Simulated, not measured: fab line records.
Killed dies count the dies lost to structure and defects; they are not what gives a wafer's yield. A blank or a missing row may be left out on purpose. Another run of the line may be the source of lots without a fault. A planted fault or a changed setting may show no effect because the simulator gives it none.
Split-lot study    flow n5_finfet    on a route of 1938 steps: 7 lots, 21 wafers read

== ON THE SPLIT ==
At N5_BEOL_M10_TRENCH_ETCH_37 (etches SiCOH lowk in C4F6/O2, target depth 148.83 nm, time 48 s), the setting time_s was moved away from the recipe's 48 s on 5 of the 21 wafers read, by -15.2% to +18.5%. For the rest of the wafers, this setting stayed at what the recipe calls for.

== FROM THE SPLIT TO THE READING: what the file shows between them, 11 steps ==
- N5_BEOL_M10_ETCH_41: etches SiCN in CH3F/O2, target depth 42.6 nm, time 86 s (also split here: source_w)
- N5_BEOL_M10_STRIP_77: strips in N2/H2, time 10 s
- N5_BEOL_M10_OCD_MEAS_38
- N5_BEOL_M10_HM_STRIP_39: strips TiN in peroxide tin strip, target depth 25 nm, time 158 s
- N5_BEOL_M10_SRD_40: time 30 s
- N5_BEOL_M10_ECD_50: material Cu, target thk 318 nm
- N5_BEOL_M10_ANNEAL_51: time 90 s
- N5_BEOL_M10_CMP_52: polishes, stops on SiCOH lowk, t overpolish 7 s, target thk 140 nm
- N5_BEOL_M10_THK_MEAS_53: measures by xrf
- N5_BEOL_M10_PRE_CLEAN_55: time 15 s
- N5_BEOL_M10_DEP_56: deposits SiCN from 3MS/NH3, target thk 15 nm, time 26.5 s

== THE READING ==
M10_RS in ohm/sq, measured at N5_BEOL_M10_RS_MEAS_57 by four-point-probe. Typical for fault-free wafers on this fab line: 0.1511 ohm/sq, with standard deviation 0.0021 ohm/sq.

wafer   tool, chamber at the split  time_s as run, s  against the recipe  M10_RS, ohm/sq  against lot-mates on the recipe
L078.1  rie_diel-06, 0              48                recipe              0.1517          -
L078.3  rie_diel-06, 1              48                recipe              0.1507          -
L078.5  rie_diel-06, 2              48                recipe              0.1513          -
L081.1  rie_diel-06, 2              40.7              -15.2%              0.1813          +0.0337
L081.2  rie_diel-06, 3              40.7              -15.2%              0.1781          +0.0305
L081.5  rie_diel-06, 3              48                recipe              0.1476          -
L088.3  rie_diel-05, 3              48                recipe              0.1503          -
L088.5  rie_diel-05, 2              48                recipe              0.1488          -
L088.6  rie_diel-05, 1              48                recipe              0.1534          -
L093.3  rie_diel-05, 2              48                recipe              0.1520          -
L093.5  rie_diel-05, 3              48                recipe              0.1522          -
L093.6  rie_diel-05, 2              48                recipe              0.1505          -
L094.1  rie_diel-06, 2              48                recipe              0.1530          -
L094.2  rie_diel-06, 3              54.19             +12.9%              0.1286          -0.0252
L094.6  rie_diel-06, 2              48                recipe              0.1547          -
L096.1  rie_diel-04, 2              48                recipe              0.1530          -
L096.2  rie_diel-04, 0              48                recipe              0.1512          -
L096.6  rie_diel-04, 1              48                recipe              0.1538          -
L097.1  rie_diel-05, 1              56.86             +18.5%              0.1259          -0.0242
L097.2  rie_diel-05, 2              56.86             +18.5%              0.1246          -0.0255
L097.5  rie_diel-05, 1              48                recipe              0.1501          -

THE FIT
A straight line over all 21 wafers: M10_RS changes by -0.00163 ohm/sq for each +1% of time_s; r = -0.98; the points scatter about the line by 0.0024 ohm/sq.
The same after taking each lot's own level away (the mean of its wafers on the recipe; 21 wafers): -0.00171 ohm/sq for each +1%; r = -0.98; scatter 0.003 ohm/sq.
The reading moves by 0.032 ohm/sq for the largest change in time_s, on that fit.
Measured against the standard deviation above, the lots' own levels, which go from 0.14760 to 0.15385 ohm/sq, span 3.0 times it.
Hence the lot-to-lot level has little effect on the slope; both slopes agree.
Check: -0.033 ohm/sq against its lot-mates is what the line predicts for one of the wafers moved furthest among these (+18.5%) when that wafer is left out of the fit. Against them it came out at -0.0242 ohm/sq.

== ADDITIONAL SPLITS CARRIED BY THESE WAFERS ==
Other splits were also applied to these wafers ahead of the reading. Each is held against what the fit with the lots' levels taken away leaves over:
other split on the same wafers      wafers away from the commonest value  r with M10_RS (lot level and that fit taken away)
N5_BEOL_M8_TRENCH_ETCH_37 source_w  5                                     +0.22
N5_BEOL_M10_COAT_59 spin_rpm        8                                     +0.02
N5_BEOL_M10_ETCH_41 source_w        8                                     -0.24

== THE WHOLE CHAIN: every reading that the file lists as answering this split, in the file's order ==
step                        what it does                                                        reading                                                                            change (the file's fit)                 r (the file's)
N5_BEOL_M10_TRENCH_ETCH_37  etches SiCOH lowk in C4F6/O2, target depth 148.83 nm, time 48 s     etch.depth_nm (the simulator's own value, which no gauge read)                     +1.62 nm for each +1% of the setting    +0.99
N5_BEOL_M10_TRENCH_ETCH_37  etches SiCOH lowk in C4F6/O2, target depth 148.83 nm, time 48 s     BEOL_M10.feature_depth_nm (the simulator's own value, which no gauge read)         +1.62 nm for each +1% of the setting    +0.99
N5_BEOL_M10_TRENCH_ETCH_37  etches SiCOH lowk in C4F6/O2, target depth 148.83 nm, time 48 s     TiN_of_BEOL_M10_HM_DEP_02.thk_nm (the simulator's own value, which no gauge read)  -0.0447 nm for each +1% of the setting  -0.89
N5_BEOL_M10_OCD_MEAS_38                                                                         trench_depth_nm                                                                    +1.61 nm for each +1% of the setting    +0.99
N5_BEOL_M10_CMP_52          polishes, stops on SiCOH lowk, t overpolish 7 s, target thk 140 nm  Cu_of_BEOL_M10_ECD_50.thk_nm (the simulator's own value, which no gauge read)      +1.54 nm for each +1% of the setting    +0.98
N5_BEOL_M10_THK_MEAS_53     measures by xrf                                                     M10_THK                                                                            +1.55 for each +1% of the setting       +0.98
N5_BEOL_M10_RS_MEAS_57      measures by four-point-probe                                        M10_RS                                                                             -0.00172 for each +1% of the setting    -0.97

== THE FILE'S OWN FIT ==
M10_RS changes by -0.00172 ohm/sq for each +1% of time_s, r = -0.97.
